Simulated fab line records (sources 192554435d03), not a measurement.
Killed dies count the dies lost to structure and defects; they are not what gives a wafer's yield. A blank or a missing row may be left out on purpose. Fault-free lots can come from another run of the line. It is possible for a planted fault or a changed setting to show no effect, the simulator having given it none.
2 desks looking at one fault | flow n5Finfet | every desk sees just its own numbers, and what lay behind them comes last

THE DEFECT DESK
Counts from the inspections along the route, per lot, as means over the sampled wafers that have a number. If a lot's mean is further than 4 standard deviations from the usual mean, the lot is out of limits and carries the mark OUT (the distance appears in the brackets).
Columns: A = rawDefectCount at N5_BEOL_M15_INSPECT_30, usual 2.1
lot  | first seen here | A
L494 | day 12 13:20    | 0.7
L496 | day 12 20:07    | 1.3
L495 | day 12 20:17    | 2.7
L497 | day 13 10:43    | 0.3
L498 | day 13 13:09    | 1.7
L508 | day 16 05:39    | 3.3
L512 | day 16 11:25    | 1.3
L511 | day 16 16:40    | 1.3
L513 | day 17 10:55    | 2.3
L515 | day 17 19:44    | 1.7
L514 | day 18 19:20    | 3.0
This desk found nothing out of limits on any of the 11 lots.

FOR THE TOOL OWNER'S DESK: lithoTrack-03
The tool's own readings at N5_BEOL_M15_COAT_60 (time 60 s, resist thk 89 nm): means of the sampled wafers that have a number, for each lot that ran on this tool. If a lot's mean is further than 4 standard deviations from the usual mean, the lot is out of limits and carries the mark OUT (the distance appears in the brackets).
Columns: A = spinSpeedRpm at N5_BEOL_M15_COAT_60, usual 1500.0 rpm
lot  | first seen here | A
L494 | day 12 12:53    | 1500.7
L496 | day 12 19:40    | 1499.5
L508 | day 16 05:12    | 1658.5 (+99 or more) OUT
L511 | day 16 16:20    | 1657.6 (+99 or more) OUT
This desk's verdict: out of limits on L508, L511, starting with L508 at day 16 05:12 (spinSpeedRpm at N5_BEOL_M15_COAT_60). L494, L496: within limits.

TAKEN TOGETHER
On L508, L511, at day 16 05:12, an alarm was possible from the tool owner's desk.
The defect desk saw nothing out of limits.
The defect desk has L508, L511 on record, within its limits.
The lots listed all ran N5_BEOL_M15_COAT_60 on lithoTrack-03.

WHAT WAS PUT IN BY THE SIMULATOR
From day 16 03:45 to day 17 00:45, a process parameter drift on lithoTrack-03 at N5_BEOL_M15_COAT_60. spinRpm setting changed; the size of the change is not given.
Shown lots that were struck: L508, L511.
Each desk's first reading out of limits, in hours after the fault started: the tool owner's desk, 1.
